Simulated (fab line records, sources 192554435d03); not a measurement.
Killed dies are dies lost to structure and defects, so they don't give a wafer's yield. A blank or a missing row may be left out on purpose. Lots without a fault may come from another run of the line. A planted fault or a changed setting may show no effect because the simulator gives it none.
fab line records | flow n5_finfet
record lots=7 wafers=21
route steps=1938 shown HKMG_FIN@406 GATE_CUT@469 MOL_CONTACT_COAG@531 BEOL_M0_SAQP@632 BEOL_M1@754
start_h: hours from the record's first day to the start of the lot's first wafer shown | wait_h: hours since the lot's step before | " the same as in the row above | L1.1+2: a row that stands for several wafers | - no value, or no start given | * or withheld: withheld | < > ~ a bound
route shown NAME@n: a module of which the file shows steps, and the number in the route of the first | usual: mean/standard deviation of fault-free wafers | same: alike in all rows | chamber/n: place in a boat | sites: the reading at each site | _std_site: their standard deviation | _edge_site: outer sites' mean less inner sites' | radius_mm: how far each site lies from the wafer's centre | mask NAME#n: copy n | behind: the tool/chamber that last shaped the wafer | hold: why the lot was held/for how many hours/how that ended | device: the transistor (n, p or np) that didn't switch | end of line: the same wafers' tests at the end of the route | a step without rows: its recipe alone | killed: dies lost to structure and defects at the first sort, not the wafer's yield | map: a wafer's dies, x killed, . not, _ none there
set.NAME: the setting as run; set.NAME@STEP: as run at that earlier step | model.NAME: the simulator's own value behind a step, which no gauge read
lots whose settings were changed on purpose; a table a step, a row a wafer
## steps
# step N5_HKMG_FIN_ETCH_58
# recipe chemistry=N2/H2 target=SOC target_depth_a=2158 ion_energy_ev=50 bias_w=13 time_s=741 pressure_mtorr=30 source_w=875 n2_flow_sccm=200 h2_flow_sccm=200
# usual rf_vpp_V=99.2/1.1
# columns lot.wafer tool chamber start_h wait_h set.source_w rf_vpp_V model.SOC_of_HKMG_FIN_COAT_41.thk_nm model.etch.depth_nm model.HKMG_FIN.feature_depth_nm
L078.2 rie_diel-04 3 97.56 0.0 875 98.5 84.4 216 216
L078.3 " 2 " " 875 100.4 84.8 216.3 216.4
L078.4 " 0 " " 875 99.5 84 215.7 215.8
L082.1 rie_diel-02 1 122.32 0.0 875 99.6 86.4 212.4 212.4
L082.4 " 3 " " 875 100.4 88.8 211.2 211.2
L082.5 " 0 " " 875 100.5 82.4 217.7 217.8
L085.3 rie_diel-04 0 145.17 0.0 875 98.4 81.6 219.8 219.8
L085.5 " 0 " " 875 100.2 80.6 220.7 220.6
L085.6 " 1 " " 875 98.4 87 213.7 213.6
L086.1 rie_diel-02 2 148.38 0.0 875 100.0 84.8 215.4 215.4
L086.3 " 3 " " 875 99.7 88.2 212.1 212
L086.4 " 1 " " 875 100.4 84.8 215.6 215.6
L094.2 rie_diel-04 2 192.04 0.0 875 98.2 81 217.6 217.6
L094.4 " 0 " " 875 98.5 77.6 221.3 221.4
L094.5 " 1 " " 875 97.1 85.2 213.6 213.6
L095.1 rie_diel-04 3 197.36 0.0 1002 94.7 51.6 248.6 248.6
L095.3 " 2 " " 875 99.8 81.2 218.8 218.8
L095.6 " 2 " " 875 98.2 84.4 216.2 216.2
L096.3 rie_diel-02 1 201.64 0.0 720.1 106.8 116.2 183.3 183.2
L096.5 " 0 " " 875 101.7 81 218.7 218.8
L096.6 " 1 " " 720.1 106.0 116.8 182.9 183
# step N5_GATE_CUT_ETCH_58
# recipe chemistry=CH3F/O2 target=SiNx target_depth_a=170 time_s=128.6 ion_energy_ev=50 pressure_mtorr=30 source_w=415 bias_w=21 Ar_flow_sccm=150 CH3F_flow_sccm=30 O2_flow_sccm=20
# usual rf_vpp_V=99.0/1
# columns lot.wafer tool chamber start_h wait_h set.bias_w rf_vpp_V model.etch.depth_nm
L078.2 rie_diel-01 3 105.50 0.1 21 97.4 16.96
L078.3 " 2 " " 21 99.4 16.94
L078.4 " 0 " " 21 98.8 17.18
L082.1 rie_diel-01 2 130.18 0.1 21 98.8 16.85
L082.4 " 3 " " 21 98.5 17.13
L082.5 " 1 " " 21 99.6 17.02
L085.3 rie_diel-01 0 153.11 0.1 21 99.1 17.26
L085.5 " 0 " " 21 96.6 17.19
L085.6 " 1 " " 21 98.6 17.05
L086.1 rie_diel-01 2 156.54 0.0 23.43 105.2 17.73
L086.3 " 0 " " 21 100.2 17.08
L086.4 " 1 " " 23.43 106.2 17.62
L094.2 rie_diel-03 3 200.59 0.0 21 98.8 16.81
L094.4 " 2 " " 21 98.4 16.9
L094.5 " 3 " " 21 97.9 16.83
L095.1 rie_diel-03 2 205.19 0.0 21 99.7 16.76
L095.3 " 3 " " 21 99.1 16.85
L095.6 " 2 " " 22.66 103.9 17.52
L096.3 rie_diel-06 3 209.37 0.0 21 96.3 16.86
L096.5 " 1 " " 17.65 89.9 16.25
L096.6 " 2 " " 17.65 88.8 15.62
# step N5_GATE_CUT_ALD_22
# recipe material=SiNx target_thk_a=160 temp_c=400 ald_precursor_family=SiH2I2 ald_co_reactant=N2/H2-plasma pulse_time_s=1 ald_cycles=320 purge_time_s=2 co_reactant_purge_time_s=2 pressure_torr=2
# columns lot.wafer tool chamber start_h wait_h set.ald_cycles model.SiNx_of_GATE_CUT_ALD_22.thk_nm
L078.2+3+4 ald_sin-03 1,0,2 109.86 0.0 320 16
L082.1 ald_sin-01 1 134.61 0.0 320 15.8
L082.4+5 " 0,2 " " 320 16
L085.3+5 ald_sin-01 1,3 158.82 1.2 320 16
L085.6 " 2 " " 362 18.2
L086.1+3 ald_sin-01 2,3 160.85 0.0 320 16
L086.4 " 0 " " 320 16.2
L094.2 ald_sin-02 1 204.95 0.0 320 16.2
L094.4+5 " 0,3 " " 320 16
L095.1 ald_sin-01 1 210.85 0.9 320 16
L095.3+6 " 3,0 " " 303 15.2
L096.3 ald_sin-02 3 213.76 0.0 320 15.8
L096.5+6 " 2,3 " " 320 16
# step N5_MOL_CONTACT_COAG_ETCH_105
# recipe chemistry=CF4 target=SiARC target_depth_a=156 mask_material=CAR-EUV time_s=26 ion_energy_ev=80 pressure_mtorr=40 source_w=545 bias_w=36 Ar_flow_sccm=100 cf4_flow_sccm=100 ends=cleared
# usual rf_vpp_V=184.3/1.5
# columns lot.wafer tool chamber start_h wait_h set.bias_w rf_vpp_V
L078.2 rie_diel-02 0 112.99 0.0 31.01 170.0
L078.3 " 3 " " 31.01 168.8
L078.4 " 1 " " 36 184.2
L082.1 rie_diel-05 1 137.65 0.0 36 182.4
L082.4 " 0 " " 36 184.5
L082.5 " 1 " " 36 183.5
L085.3 rie_diel-04 2 161.99 0.0 36 185.1
L085.5 " 3 " " 41.51 202.1
L085.6 " 0 " " 36 185.4
L086.1 rie_diel-02 2 163.97 0.0 36 183.0
L086.3 " 1 " " 39.61 196.8
L086.4 " 0 " " 36 185.6
L094.2 rie_diel-02 0 207.95 0.0 36 185.7
L094.4 " 1 " " 36 183.8
L094.5 " 3 " " 40.13 198.5
L095.1 rie_diel-05 1 213.97 0.0 36 182.7
L095.3 " 2 " " 36 184.9
L095.6 " 3 " " 36 185.6
L096.3 rie_diel-02 1 216.75 0.0 36 184.6
L096.5 " 0 " " 36 186.2
L096.6 " 1 " " 29.82 162.7
# step N5_MOL_CONTACT_COAG_CONTACT_ETCH_14
# recipe chemistry=C4F6/O2 target=SiO2 target_depth_a=275 overetch_a=85 mask_material=SOC pressure_mtorr=30 source_w=370 bias_w=185 Ar_flow_sccm=300 C4F6_flow_sccm=16 O2_flow_sccm=10 time_s=20 ion_energy_ev=259.6
# usual rf_vpp_V=694/4.7
# columns lot.wafer tool chamber start_h wait_h set.source_w rf_vpp_V
L078.2 rie_diel-02 0 113.12 0.0 370 699
L078.3 " 3 " " 395.7 682
L078.4 " 1 " " 395.7 683
L082.1 rie_diel-05 1 137.78 0.0 370 685
L082.4 " 0 " " 370 696
L082.5 " 1 " " 370 685
L085.3 rie_diel-04 2 162.12 0.0 370 691
L085.5 " 3 " " 370 693
L085.6 " 0 " " 370 700
L086.1 rie_diel-02 2 164.10 0.0 407.4 674
L086.3 " 1 " " 407.4 678
L086.4 " 0 " " 370 698
L094.2 rie_diel-02 0 208.08 0.0 370 700
L094.4 " 1 " " 422.3 669
L094.5 " 3 " " 370 696
L095.1 rie_diel-05 1 214.10 0.0 370 687
L095.3 " 2 " " 370 698
L095.6 " 3 " " 370 695
L096.3 rie_diel-02 1 216.88 0.0 370 698
L096.5 " 0 " " 370 698
L096.6 " 1 " " 370 698
# step N5_BEOL_M0_SAQP_PECVD_00
# recipe material=SiCN target_thk_a=80 temp_c=withheld precursor=3MS/NH3 pressure_torr=3 rf_w=202 time_s=14
# columns lot.wafer tool chamber start_h wait_h set.time_s model.SiCN_of_BEOL_M0_SAQP_PECVD_00.thk_nm
L078.2 pecvd-04 2 129.67 0.2 14 7.8
L078.3 " 0 " " 14 8
L078.4 " 1 " " 12.85 7.4
L082.1 pecvd-03 0 158.35 0.2 14 8
L082.4+5 " 2,0 " " 14 8.2
L086.1 pecvd-01 2 179.43 0.2 14 8
L086.3 " 1 " " 14 7.8
L086.4 " 1 " " 14.59 8.4
L085.3 pecvd-04 1 182.42 0.1 14 8
L085.5 " 0 " " 14 8.2
L085.6 " 1 " " 12.87 7.4
L094.2 pecvd-01 2 224.58 0.2 14.59 8.6
L094.4 " 0 " " 14 8.2
L094.5 " 2 " " 14 8.4
L095.1 pecvd-04 0 229.05 0.2 15.61 9
L095.3 " 2 " " 14 7.8
L095.6 " 2 " " 14 8.2
L096.3 pecvd-03 1 233.50 0.1 14 8
L096.5 " 1 " " 15.5 9
L096.6 " 0 " " 15.5 8.8
# step N5_BEOL_M0_SAQP_ILD_DEP_01
# recipe material=SiOC target_thk_a=454.19 temp_c=350 precursor=DEMS/O2 pressure_torr=5 rf_w=500 time_s=8.7
# columns lot.wafer tool chamber start_h wait_h set.time_s model.SiOC_of_BEOL_M0_SAQP_ILD_DEP_01.thk_nm
L078.2 pecvd-04 2 129.69 0.0 8.7 45.2
L078.3 " 0 " " 8.7 44.8
L078.4 " 1 " " 8.7 46
L082.1 pecvd-03 0 158.39 0.0 8.7 45
L082.4+5 " 2,0 " " 8.7 45.8
L086.1 pecvd-01 2 179.45 0.0 8.7 45.4
L086.3 " 1 " " 9.543 49.8
L086.4 " 1 " " 8.7 46.2
L085.3 pecvd-04 1 182.45 0.0 8.7 45
L085.5 " 0 " " 8.7 44.8
L085.6 " 1 " " 8.7 45.8
L094.2 pecvd-01 2 224.61 0.0 8.7 44.2
L094.4 " 0 " " 8.7 44.4
L094.5 " 2 " " 8.7 45.2
L095.1+3 pecvd-04 0,2 229.08 0.0 8.7 45.8
L095.6 " 2 " " 8.7 46.8
L096.3 pecvd-03 1 233.52 0.0 8.7 44.8
L096.5 " 1 " " 7.431 39
L096.6 " 0 " " 8.7 45.2
# step N5_BEOL_M0_SAQP_SPACER1_ALD_98
# recipe material=SiO2 target_thk_a=128 temp_c=300 ald_precursor_family=BDEAS ald_co_reactant=O2-plasma pulse_time_s=1 purge_time_s=2 co_reactant_purge_time_s=2 ald_cycles=138 pressure_torr=2
# columns lot.wafer tool chamber start_h wait_h set.ald_cycles model.SiO2_of_BEOL_M0_SAQP_SPACER1_ALD_98.thk_nm
L078.2+3 ald_sin-04 1,0 132.03 0.5 138 12.8
L078.4 " 2 " " 155 14.4
L082.1+4+5 ald_sin-04 2,1,2 161.45 0.3 138 12.8
L086.1 ald_sin-04 3 182.15 0.3 146 13.6
L086.3 " 0 " " 138 12.8
L086.4 " 1 " " 138 13
L085.3 ald_sin-02 3 185.59 0.1 138 13
L085.5+6 " 3,2 " " 148 13.8
L094.2 ald_sin-02 2 227.30 0.3 119 11
L094.4 " 0 " " 138 12.8
L094.5 " 3 " " 138 13
L095.1+3 ald_sin-02 2,0 231.76 0.3 153 14.2
L095.6 " 2 " " 138 12.8
L096.3 ald_sin-04 3 235.88 0.1 153 14.4
L096.5+6 " 1,2 " " 153 14.2
# step N5_BEOL_M0_SAQP_SPACER1_ETCHBACK_99
# recipe chemistry=CHF3/O2 mode=anisotropic_etchback target=SiO2 target_depth_a=154 time_s=7.7 pressure_mtorr=30 source_w=650 bias_w=170 Ar_flow_sccm=200 CHF3_flow_sccm=50 O2_flow_sccm=5 ion_energy_ev=200
# step N5_BEOL_M0_SAQP_MANDREL1_REMOVE_100
# recipe chemistry=HBr/Cl2/O2 bt_time_s=10 target=a-Si stop_on=SiNx endpoint=OES-SiCl over_etch_frac=0.85 icp_w=600 bias_w=30 HBr_flow_sccm=150 Cl2_flow_sccm=80 O2_flow_sccm=5 pressure_mtorr=10
# columns lot.wafer tool chamber start_h wait_h set.ald_cycles@BEOL_M0_SAQP_SPACER1_ALD_98 model.BEOL_M0_SAQP.cd_nm
L078.2 rie_si-04 1 132.59 0.1 138 12.6
L078.3 " 0 " " 138 12.8
L078.4 " 0 " " 155 14.2
L082.1+5 rie_si-04 0,2 162.01 0.1 138 12.8
L082.4 " 3 " " 138 13
L086.1 rie_si-01 0 182.72 0.1 146 13.6
L086.3+4 " 2,1 " " 138 12.8
L085.3 rie_si-01 3 186.15 0.1 138 13
L085.5+6 " 2,3 " " 148 13.8
L094.2 rie_si-01 2 227.86 0.1 119 11
L094.4 " 1 " " 138 12.8
L094.5 " 2 " " 138 13
L095.1+3 rie_si-01 3,2 232.32 0.1 153 14.2
L095.6 " 1 " " 138 12.8
L096.3 rie_si-04 1 236.44 0.1 153 14.4
L096.5+6 " 0,1 " " 153 14.2
# step N5_BEOL_M0_SAQP_CD_MEAS_25
# recipe target_cd_nm=13.1 landing_energy_ev=1000 detector=se_inlens
# usual cd_nm=12.81/0.22
# columns lot.wafer tool chamber start_h wait_h set.ald_cycles@BEOL_M0_SAQP_SPACER1_ALD_98 cd_nm
L078.2 cd_sem-02 0 132.70 0.1 138 12.35
L078.3 " 0 " " 138 12.77
L078.4 " 0 " " 155 14.34
L082.1 cd_sem-03 0 162.12 0.1 138 12.99
L082.4 " 0 " " 138 13.18
L082.5 " 0 " " 138 12.70
L086.1 cd_sem-03 0 182.83 0.1 146 13.54
L086.3 " 0 " " 138 12.96
L086.4 " 0 " " 138 13.13
L085.3 cd_sem-03 0 186.26 0.1 138 12.99
L085.5 " 0 " " 148 13.33
L085.6 " 0 " " 148 14.13
L094.2 cd_sem-02 0 227.97 0.1 119 11.22
L094.4 " 0 " " 138 12.65
L094.5 " 0 " " 138 13.14
L095.1 cd_sem-03 0 232.43 0.1 153 14.12
L095.3 " 0 " " 153 14.24
L095.6 " 0 " " 138 12.67
L096.3 cd_sem-03 0 236.55 0.1 153 14.35
L096.5 " 0 " " 153 14.34
L096.6 " 0 " " 153 14.54
# step N5_BEOL_M0_SAQP_ETCH_107
# recipe chemistry=CH3F/O2 target=SiNx target_depth_a=300 mask_material=SOC pressure_mtorr=30 source_w=395 bias_w=73 Ar_flow_sccm=150 CH3F_flow_sccm=30 O2_flow_sccm=20 ion_energy_ev=120
# usual rf_vpp_V=298/3.2
# columns lot.wafer tool chamber start_h wait_h set.bias_w rf_vpp_V
L078.2 rie_diel-01 3 133.70 0.0 73 297
L078.3 " 0 " " 73 301
L078.4 " 2 " " 73 301
L082.1 rie_diel-01 0 162.89 0.0 73 300
L082.4 " 2 " " 73 302
L082.5 " 1 " " 73 298
L086.1 rie_diel-03 1 183.62 0.0 73 296
L086.3 " 3 " " 69.65 286
L086.4 " 2 " " 73 300
L085.3 rie_diel-06 2 187.06 0.0 73 301
L085.5 " 0 " " 69.14 289
L085.6 " 3 " " 73 298
L094.2 rie_diel-06 1 228.74 0.0 73 296
L094.4 " 0 " " 73 301
L094.5 " 0 " " 73 300
L095.1 rie_diel-03 0 233.53 0.0 82.97 322
L095.3 " 3 " " 82.97 331
L095.6 " 1 " " 73 294
L096.3 rie_diel-06 2 237.57 0.0 69.57 290
L096.5 " 3 " " 69.57 287
L096.6 " 0 " " 73 301
# step N5_BEOL_M1_HM_DEP_02
# recipe material=TiN target_thk_a=200 temp_c=25 chamber_pressure_pa=0.49996
# columns lot.wafer tool chamber start_h wait_h set.target_thk_a model.TiN_of_BEOL_M1_HM_DEP_02.thk_nm
L078.2 pvd_sputter-03 - 143.30 0.2 212.9 21
L078.3 " - " " 200 19.8
L078.4 " - " " 212.9 21.2
L082.1+4 pvd_sputter-03 - 173.38 3.7 200 19.8
L082.5 " - " " 200 20
L085.3+5+6 pvd_sputter-01 - 196.74 0.1 200 19.8
L086.1 pvd_sputter-02 - 200.44 3.0 179 17.6
L086.3 " - " " 179 17.4
L086.4 " - " " 200 19.8
L094.2 pvd_sputter-02 - 237.57 0.6 217.6 21.6
L094.4 " - " " 217.6 21.8
L094.5 " - " " 200 20
L095.1+3+6 pvd_sputter-03 - 242.80 0.2 200 19.6
L096.3 pvd_sputter-01 - 248.65 2.1 181.5 18.2
L096.5 " - " " 200 20.2
L096.6 " - " " 181.5 18.4
# step N5_BEOL_M1_COAT_05
# recipe resist=CAR-EUV spin_rpm=1500 resist_thk_nm=30
# columns lot.wafer tool chamber start_h wait_h set.spin_rpm model.CAR-EUV_of_BEOL_M1_COAT_05.thk_nm
L078.2 litho_track-01 0 - - 1500 30.2
L078.3+4 " 0 " " 1500 30
L082.1+5 litho_track-04 0 - - 1500 30
L082.4 " 0 " " 1500 29.8
L085.3 litho_track-05 0 - - 1500 30
L085.5 " 0 " " 1500 29.8
L085.6 " 0 " " 1387 31
L086.1+4 litho_track-01 0 - - 1399 31.2
L086.3 " 0 " " 1500 30.2
L094.2+5 litho_track-01 0 - - 1500 30
L094.4 " 0 " " 1665 28.6
L095.1+3+6 litho_track-01 0 - - 1500 30
L096.3 litho_track-01 0 - - 1500 30
L096.5 " 0 " " 1433 30.6
L096.6 " 0 " " 1433 30.8
# step N5_BEOL_M1_EBR_07
# recipe solvent=PGMEA ebr_width_mm=1.5
# step N5_BEOL_M1_SOFTBAKE_06
# recipe temp_c=110 time_s=60 resist=CAR-EUV
# step N5_BEOL_M1_EXPOSE_08
# recipe mask_id=M1 na=0.33 source_shape=dipole sigma_inner=0.369 sigma_outer=0.767 polarization=unpolarized dose_mj=33
# step N5_BEOL_M1_PEB_09
# recipe peb_temp_c=100 peb_time_s=60 resist=CAR-EUV
# step N5_BEOL_M1_DEVELOP_10
# recipe develop_time_s=30 developer=TMAH resist=CAR-EUV rinse_liquid=surfactant_rinse dry=air_spin dev_temp_c=23
# columns lot.wafer tool chamber start_h wait_h set.spin_rpm@BEOL_M1_COAT_05 model.CAR-EUV_of_BEOL_M1_COAT_05.thk_nm
L078.2 litho_track-04 0 - - 1500 29.8
L078.3+4 " 0 " " 1500 29.6
L082.1+4+5 litho_track-04 0 - - 1500 29.4
L085.3 litho_track-01 0 - - 1500 29.6
L085.5 " 0 " " 1500 29.4
L085.6 " 0 " " 1387 30.6
L086.1+4 litho_track-05 0 - - 1399 30.8
L086.3 " 0 " " 1500 29.8
L094.2 litho_track-01 0 - - 1500 29.4
L094.4 " 0 " " 1665 28.2
L094.5 " 0 " " 1500 29.6
L095.1+3+6 litho_track-01 0 - - 1500 29.6
L096.3 litho_track-05 0 - - 1500 29.6
L096.5+6 " 0 " " 1433 30.2
# step N5_BEOL_M1_DESCUM_16
# recipe chemistry=O2 time_s=7 source_power_w=50 bias_power_w=20 pressure_mtorr=20 rf_frequency_hz=2.712e+07 temp_c=40 resist=CAR-EUV o2_flow_sccm=225
# columns lot.wafer tool chamber start_h wait_h set.spin_rpm@BEOL_M1_COAT_05 model.CAR-EUV_of_BEOL_M1_COAT_05.thk_nm
L078.2+3+4 rie_diel-01 0,3,2 143.81 0.0 1500 26.2
L082.1+5 rie_diel-01 3,1 173.90 0.0 1500 26
L082.4 " 1 " " 1500 25.8
L085.3+5 rie_diel-03 1 197.26 0.0 1500 26
L085.6 " 2 " " 1387 27.2
L086.1+4 rie_diel-06 3,2 201.07 0.0 1399 27.4
L086.3 " 0 " " 1500 26.2
L094.2 rie_diel-01 3 238.22 0.0 1500 26
L094.4 " 2 " " 1665 24.6
L094.5 " 2 " " 1500 26.2
L095.1+3+6 rie_diel-03 1,0,0 243.62 0.3 1500 26
L096.3 rie_diel-01 0 249.16 0.0 1500 26.2
L096.5 " 3 " " 1433 26.6
L096.6 " 2 " " 1433 26.8
## key
split step=N5_HKMG_FIN_ETCH_58 setting=source_w stated=875 by=wafer
response step=N5_HKMG_FIN_ETCH_58 reading=rf_vpp_V change=-0.278 per=1% r=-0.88
response step=N5_HKMG_FIN_ETCH_58 reading=model.SOC_of_HKMG_FIN_COAT_41.thk_nm change=-2.06 per=1% r=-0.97
response step=N5_HKMG_FIN_ETCH_58 reading=model.etch.depth_nm change=+2.06 per=1% r=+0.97
response step=N5_HKMG_FIN_ETCH_58 reading=model.HKMG_FIN.feature_depth_nm change=+2.07 per=1% r=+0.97
split step=N5_GATE_CUT_ETCH_58 setting=bias_w stated=21 by=wafer
response step=N5_GATE_CUT_ETCH_58 reading=rf_vpp_V change=+0.469 per=1% r=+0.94
response step=N5_GATE_CUT_ETCH_58 reading=model.etch.depth_nm change=+0.0605 per=1% r=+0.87
split step=N5_GATE_CUT_ALD_22 setting=ald_cycles stated=320 by=wafer
response step=N5_GATE_CUT_ALD_22 reading=model.SiNx_of_GATE_CUT_ALD_22.thk_nm change=+0.165 per=1% r=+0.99
split step=N5_MOL_CONTACT_COAG_ETCH_105 setting=bias_w stated=36 by=wafer
response step=N5_MOL_CONTACT_COAG_ETCH_105 reading=rf_vpp_V change=+1.19 per=1% r=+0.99
split step=N5_MOL_CONTACT_COAG_CONTACT_ETCH_14 setting=source_w stated=370 by=wafer
response step=N5_MOL_CONTACT_COAG_CONTACT_ETCH_14 reading=rf_vpp_V change=-2.13 per=1% r=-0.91
split step=N5_BEOL_M0_SAQP_PECVD_00 setting=time_s stated=14 by=wafer
response step=N5_BEOL_M0_SAQP_PECVD_00 reading=model.SiCN_of_BEOL_M0_SAQP_PECVD_00.thk_nm change=+0.0825 per=1% r=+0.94
split step=N5_BEOL_M0_SAQP_ILD_DEP_01 setting=time_s stated=8.7 by=wafer
response step=N5_BEOL_M0_SAQP_ILD_DEP_01 reading=model.SiOC_of_BEOL_M0_SAQP_ILD_DEP_01.thk_nm change=+0.412 per=1% r=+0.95
split step=N5_BEOL_M0_SAQP_SPACER1_ALD_98 setting=ald_cycles stated=138 by=wafer
response step=N5_BEOL_M0_SAQP_SPACER1_ALD_98 reading=model.SiO2_of_BEOL_M0_SAQP_SPACER1_ALD_98.thk_nm change=+0.13 per=1% r=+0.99
response step=N5_BEOL_M0_SAQP_MANDREL1_REMOVE_100 reading=model.BEOL_M0_SAQP.cd_nm change=+0.129 per=1% r=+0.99
response step=N5_BEOL_M0_SAQP_CD_MEAS_25 reading=cd_nm change=+0.127 per=1% r=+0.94
split step=N5_BEOL_M0_SAQP_ETCH_107 setting=bias_w stated=73 by=wafer
response step=N5_BEOL_M0_SAQP_ETCH_107 reading=rf_vpp_V change=+2.4 per=1% r=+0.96
split step=N5_BEOL_M1_HM_DEP_02 setting=target_thk_a stated=200 by=wafer
response step=N5_BEOL_M1_HM_DEP_02 reading=model.TiN_of_BEOL_M1_HM_DEP_02.thk_nm change=+0.207 per=1% r=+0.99
split step=N5_BEOL_M1_COAT_05 setting=spin_rpm stated=1500 by=wafer
response step=N5_BEOL_M1_COAT_05 reading=model.CAR-EUV_of_BEOL_M1_COAT_05.thk_nm change=-0.138 per=1% r=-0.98
response step=N5_BEOL_M1_DEVELOP_10 reading=model.CAR-EUV_of_BEOL_M1_COAT_05.thk_nm change=-0.132 per=1% r=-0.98
response step=N5_BEOL_M1_DESCUM_16 reading=model.CAR-EUV_of_BEOL_M1_COAT_05.thk_nm change=-0.148 per=1% r=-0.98
